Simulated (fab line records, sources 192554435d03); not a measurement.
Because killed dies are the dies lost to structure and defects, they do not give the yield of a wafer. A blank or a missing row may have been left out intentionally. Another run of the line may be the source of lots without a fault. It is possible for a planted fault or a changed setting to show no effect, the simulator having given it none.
Problem report in the 8D (eight disciplines) form, filled by code || flow n5 finfet || the parts of the form that need people (team, actions taken, sign-off) are left out

== 1. THE PROBLEM ==
Wafers with no fault read 12 with a standard deviation of 4.9, whereas killed_at_M4_up at N5_PASSIVATION_PROBE_49 reads a mean of 147 on 1 wafer of 1 lot. That is +28 standard deviations from the usual mean.
First seen on wafer L561.2, day 15 20:40, on prober-02. The record holds 3 wafers of 1 lot with a number at this step. Rule for "out", or "out of limits": more than 4 standard deviations from the usual mean. The other wafers with a number count as sound.

== 2. WHAT THIS IS AND IS NOT ==
{"question": "which readings at this step", "is": "killed_at_M4_up, defect limited yield, killed dies, sort_bin_5_function, sort n pass, sort yield pct", "is not": "killed_at_M0_to_M3, killed at contacts, killed at front end, killed at other, killed open, killed short, sort_bin_6_memory"}
{"question": "which lots", "is": "L561", "is not": "-"}
{"question": "which wafers of those lots", "is": "L561.2", "is not": "L561.1, L561.3"}
{"question": "read on which tools", "is": "prober-02", "is not": "-"}
{"question": "when", "is": "from day 15 20:40", "is not": "up to then (1 sound wafer); but 1 sound wafer of L561 came after"}

== 3. THE SUSPECTS, EACH WITH WHAT RULES IT OUT ==
Counting: if a tool at a process step up to the reading ran every lot that is out, it stays a suspect. Sound lots after the first of them don't rule it out here, since some wafers of a struck lot are sound.
- pvd sputter-03 at N5_BEOL_M4_SPUTTER_81 (material Cu, target thk 4.5 nm, time 8.29 s): kept. It ran the lot that is out, L561 (day 11 04:27).
- pvd sputter-02 at N5_PASSIVATION_AL_DEP_21 (deposits Al, target thk 2800 nm, time 170 s): kept. It ran the lot that is out, L561 (day 15 15:06).
- rie diel-02 at N5_PASSIVATION_DESCUM_32 (chemistry O2, time 7.9 s): kept. It ran the lot that is out, L561 (day 15 15:40).
- prober-02 at N5_PASSIVATION_PROBE_49: kept. It ran the lot that is out, L561 (day 15 20:37). Its own readings are out on those wafers: defect limited yield, killed_at_M4_up, killed dies, sort_bin_5_function, sort n pass, sort yield pct.
- rie diel-02, N5_PASSIVATION_DESCUM_32: wafers that are out in chamber 1, sound lot-mates in chambers 0, 2.
Left after counting: pvd sputter-03 at N5_BEOL_M4_SPUTTER_81, pvd sputter-02 at N5_PASSIVATION_AL_DEP_21, rie diel-02 at N5_PASSIVATION_DESCUM_32, prober-02 at N5_PASSIVATION_PROBE_49.

== 4. THE CAUSE (what the simulator had put in) ==
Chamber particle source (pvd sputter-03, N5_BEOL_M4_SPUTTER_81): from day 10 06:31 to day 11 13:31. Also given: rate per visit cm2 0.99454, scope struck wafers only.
Counting left 4 suspects, and this tool is among them.

== 5. SEQUENCE OF EFFECTS, ordered by route ==
Each row: a reading where the mean over the struck wafers with a number is more than 3 standard deviations away from the usual. Only readings whose record carries a usual standard deviation are examined. hours: median over the lots of the time between each lot's start at the first step of this table that gives one and its start at this step. sigmas: the change, counted in usual standard deviations.
{"hours": 0, "step": "N5_PASSIVATION_PROBE_49", "reading": "defect limited yield", "usual": "91.4 %", "on struck wafers": 79.8, "change": -11.6, "sigmas": -7.7}
{"hours": 0, "step": "N5_PASSIVATION_PROBE_49", "reading": "killed_at_M4_up", "usual": 12, "on struck wafers": 147, "change": "+135", "sigmas": "+28"}
{"hours": 0, "step": "N5_PASSIVATION_PROBE_49", "reading": "killed dies", "usual": 101, "on struck wafers": 238, "change": "+137", "sigmas": "+7.6"}
{"hours": 0, "step": "N5_PASSIVATION_PROBE_49", "reading": "sort_bin_5_function", "usual": "5.1 %", "on struck wafers": 14.4, "change": "+9.3", "sigmas": "+9.6"}
{"hours": 0, "step": "N5_PASSIVATION_PROBE_49", "reading": "sort n pass", "usual": 1079, "on struck wafers": 942, "change": -137, "sigmas": -8.1}
{"hours": 0, "step": "N5_PASSIVATION_PROBE_49", "reading": "sort yield pct", "usual": "91.4 %", "on struck wafers": 79.8, "change": -11.6, "sigmas": -7.7}
It contains these process steps:
- N5_PASSIVATION_PROBE_49

== 6. WHAT WOULD HAVE CAUGHT IT SOONER ==
First out-of-limits reading in this record: day 15 20:40, which is 134 hours after fault onset at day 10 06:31.
Of the tool readings at N5_BEOL_M4_SPUTTER_81 for which the record gives a usual standard deviation, none was out on any struck wafer, so an alarm limit of 4 standard deviations on them would not have fired.
Each of the lots that are out, 1 in all, had begun N5_BEOL_M4_SPUTTER_81 on pvd sputter-03 no later than day 15 20:40. None of them would have been spared by holding the tool at that moment.
